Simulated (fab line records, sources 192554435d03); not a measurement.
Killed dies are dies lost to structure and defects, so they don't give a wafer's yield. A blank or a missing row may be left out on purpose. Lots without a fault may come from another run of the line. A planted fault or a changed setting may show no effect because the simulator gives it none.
Problem report in the 8D (eight disciplines) form, filled by code | flow n5_finfet | the parts of the form that need people (team, actions taken, sign-off) are left out

1. THE PROBLEM
run_length_s at N5_BEOL_M0_SAQP_PECVD_03 reads a mean of 44.0 s on 2 wafers of 2 lots; wafers without a fault read 51.1 s with a standard deviation of 0.61. That is -12 standard deviations from the usual mean.
The step: deposits SiCN from 3MS/NH3, target thk 12 nm, time 21.1 s.
First seen on wafer L241.6, day 7 01:53, on pecvd-01. The record holds 22 wafers of 8 lots with a number at this step. Rule for "out", or "out of limits": more than 4 standard deviations from the usual mean. The other wafers with a number count as sound.

2. WHAT IT IS AND WHAT IT IS NOT
question                    | is               | is not
which readings at this step | run_length_s     | showerhead_plenum_p_Torr
which lots                  | L241, L244       | L239, L247, L248, L249, L251, L253
which wafers of those lots  | L241.6, L244.4   | L241.1, L241.4
read on which tools         | pecvd-01         | pecvd-02, pecvd-04
when                        | from day 7 01:53 | up to then (5 sound wafers); but 15 sound wafers of L247, L248, L249, L251, L253 came after

3. SUSPECTS, AND WHAT RULES EACH OUT
Counting: a tool at a process step up to the reading stays a suspect if it ran every lot that is out. Sound lots after the first of them don't rule it out here, since some wafers of a struck lot are sound.
- pecvd-01 at N5_BEOL_M0_SAQP_PECVD_03 (deposits SiCN from 3MS/NH3, target thk 12 nm, time 21.1 s): kept. It ran every lot that is out, first L241 (day 7 01:53); its last sound lot up to then is L239 (day 6 12:37). Its own readings are out on those wafers: run_length_s.
- Within pecvd-01 at N5_BEOL_M0_SAQP_PECVD_03: the wafers that are out ran in chamber 1; their sound lot-mates ran in chamber 2.
Left after counting: pecvd-01 at N5_BEOL_M0_SAQP_PECVD_03.

4. THE CAUSE (what the simulator had put in)
Process parameter drift: pecvd-01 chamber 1, from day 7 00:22 on, at N5_BEOL_M0_SAQP_PECVD_03. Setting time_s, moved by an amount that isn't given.
Counting left only this tool.

5. THE CHAIN OF EFFECTS, in route order
Each row: a reading whose mean over the struck wafers that have a number lies more than 3 standard deviations from the usual. Only readings for which the record gives a usual standard deviation are gone through. hours: the time from each lot's start at the first step in this table that gives one to its start at this step, as a median over the lots. sigmas: the change in usual standard deviations.
hours | step                     | reading           | usual     | on struck wafers | change | sigmas
0     | N5_BEOL_M0_SAQP_PECVD_03 | run_length_s      | 51.1 s    | 44.0             | -7.1   | -12
7     | N5_BEOL_M0_ETCH_138      | etch_rf_on_time_s | 29.2 s    | 31.6             | +2.4   | +3.1
8     | N5_BEOL_M0_ETCH_128      | oes_product_au    | 0.55 a.u. | 0.72             | +0.17  | +3.4
The process steps in it:
- N5_BEOL_M0_SAQP_PECVD_03: deposits SiCN from 3MS/NH3, target thk 12 nm, time 21.1 s.
- N5_BEOL_M0_ETCH_138: etches SiCN in CH3F/O2, target depth 12 nm, time 31.6 s.
- N5_BEOL_M0_ETCH_128: etches SiCN in CF4/N2, target depth 12 nm, overetch 5.1 nm, time 21.4 s.
Later measuring or inspecting steps at which every struck wafer that the step has a row for has a number for every such reading, and none has moved that far: N5_BEOL_M4_RC_MEAS_101.

6. WHAT WOULD HAVE CAUGHT IT SOONER
In this record the first reading out of limits was taken at day 7 01:53, 2 hours after the fault began at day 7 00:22.
